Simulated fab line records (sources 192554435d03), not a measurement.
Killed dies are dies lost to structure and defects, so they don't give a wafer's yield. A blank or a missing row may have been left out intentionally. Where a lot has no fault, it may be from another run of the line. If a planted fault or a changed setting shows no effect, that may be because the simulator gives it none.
A struck lot beside a sound one + flow n5_finfet + 15 steps out of a route of 1938
Sound: wafers L853.1, L853.4, L853.5. Struck: wafer L842.4 (left out: L842.6, a lot-mate that was not struck); the cause follows at the end.
At each step with rows: each side's tool, then ch and its chambers, then its first start. Under that, the readings that differ: sound wafers + struck wafers + difference of the means + sigmas: that difference in standard deviations of wafers without a fault.
alike: same words and numbers on both sides, and readings whose means sit less than 2 such deviations apart. not compared: any withheld reading, any reading some wafer has no value for, any bound like >300 that may hide the same value, and any number with overlapping values for which the record gives no deviation.
Wherever a step has rows on one side only, a row that says differs or no value, or a row with sigmas, the two part there. Numbers that have no deviation but don't overlap get no sigmas and don't part them. A reading missing from all wafers of one side parts the sides only when that side holds two or more wafers.

first, 7 steps without rows for these wafers: N5_GATE_CUT_COAT_27 (time 60 s, resist thk 10 nm); N5_GATE_CUT_COAT_07 (resist thk 30 nm); N5_GATE_CUT_EBR_09; N5_GATE_CUT_SOFTBAKE_08 (time 60 s); N5_GATE_CUT_EXPOSE_10 (exposes mask GATE CUT, target cd 20 nm); N5_GATE_CUT_PEB_11 (peb time 60 s); N5_GATE_CUT_DEVELOP_12 (develop time 30 s).
N5_GATE_CUT_CD_MEAS_13: target cd 20 nm.
  sound on cd_sem-03 ch 0, day 8 10:12; struck on cd_sem-03 ch 0, day 5 18:59
  alike: cd_nm
N5_GATE_CUT_OVL_MEAS_14:
  sound on overlay-02 ch 0, day 8 10:14; struck on overlay-02 ch 0, day 5 19:02
  alike: GATE_CUT_OVL
N5_GATE_CUT_INSPECT_15: inspects for defects (brightfield).
  sound on defect_inspect-01 at day 8 10:17; struck on defect_inspect-02 at day 5 19:05
  alike: raw_defect_count
N5_GATE_CUT_DESCUM_18: chemistry O2, time 7 s.
  sound on rie_diel-03 ch 1,3, day 8 10:20; struck on rie_diel-03 ch 0, day 5 19:28
| reading                     | sound       | struck | difference | sigmas |
|-----------------------------|-------------|--------|------------|--------|
| drypump_motor_current_A (A) | 5.5 6.0 6.0 | 4.7    | -1.1       | -2     |
  alike: oes_product_au, rf_vpp_V, showerhead_plenum_p_Torr, throttle_valve_pct
  not compared: rf_hours_counter_h
N5_GATE_CUT_ETCH_28: etches underlayer in N2/H2, target depth 13 nm, time 10.4 s.
  sound on rie_diel-03 ch 1,3, day 8 10:22; struck on rie_diel-03 ch 0, day 5 19:29
| reading                     | sound       | struck | difference | sigmas |
|-----------------------------|-------------|--------|------------|--------|
| drypump_motor_current_A (A) | 5.5 6.0 6.0 | 4.8    | -1.0       | -2     |
  alike: etch_rf_on_time_s, oes_product_au, rf_vpp_V, showerhead_plenum_p_Torr, throttle_valve_pct
  not compared: rf_hours_counter_h
N5_GATE_CUT_ETCH_36: etches SiARC in CF4, target depth 13 nm, time 21.7 s.
  sound on rie_diel-03 ch 1,3, day 8 10:23; struck on rie_diel-03 ch 0, day 5 19:31
| reading                     | sound          | struck | difference | sigmas |
|-----------------------------|----------------|--------|------------|--------|
| drypump_motor_current_A (A) | 5.5 6.0 6.0    | 4.8    | -1.0       | -2     |
| etch_rf_on_time_s (s)       | 22.0 21.6 21.5 | 34.6   | +12.9      | +31    |
  alike: cf4_flow_sccm, oes_product_au, rf_vpp_V, showerhead_plenum_p_Torr, throttle_valve_pct
  not compared: rf_hours_counter_h
N5_GATE_CUT_ETCH_37: etches SOC in N2/H2, target depth 60 nm, overetch 12 nm, time 90 s.
  sound on rie_diel-03 ch 1,3, day 8 10:25; struck on rie_diel-03 ch 0, day 5 19:34
| reading                     | sound       | struck | difference | sigmas |
|-----------------------------|-------------|--------|------------|--------|
| drypump_motor_current_A (A) | 5.5 6.0 6.0 | 4.8    | -1.0       | -2     |
  alike: oes_product_au, rf_vpp_V, showerhead_plenum_p_Torr, throttle_valve_pct
  not compared: rf_hours_counter_h
-- a jump in the record: the struck wafers' starts before and after are 4 days apart (it breaks off in module GATE_CUT and resumes in module BEOL_M4, where the first step shown is number 1111 of the route) --
N5_BEOL_M4_RC_MEAS_101:
  sound on prober-01 ch 0, day 14 05:01; struck on prober-02 ch 0, day 9 09:33
| reading        | sound             | struck | difference | sigmas |
|----------------|-------------------|--------|------------|--------|
| IOFF_P (nA/um) | 0.187 0.166 0.165 | 0.269  | +0.096     | +3     |
| ION_P (uA/um)  | 456 453 454       | 473    | +19        | +3     |
| VT_P (mV)      | -254 -256 -256    | -245   | +10        | +3     |
  alike: DIBL_N, DIBL_P, IOFF_N, ION_N, SS_N, SS_P, VT_N

WHERE THEY PART
Earliest at N5_GATE_CUT_DESCUM_18; latest, in this record, at N5_BEOL_M4_RC_MEAS_101.

WHY: what the simulator had put in
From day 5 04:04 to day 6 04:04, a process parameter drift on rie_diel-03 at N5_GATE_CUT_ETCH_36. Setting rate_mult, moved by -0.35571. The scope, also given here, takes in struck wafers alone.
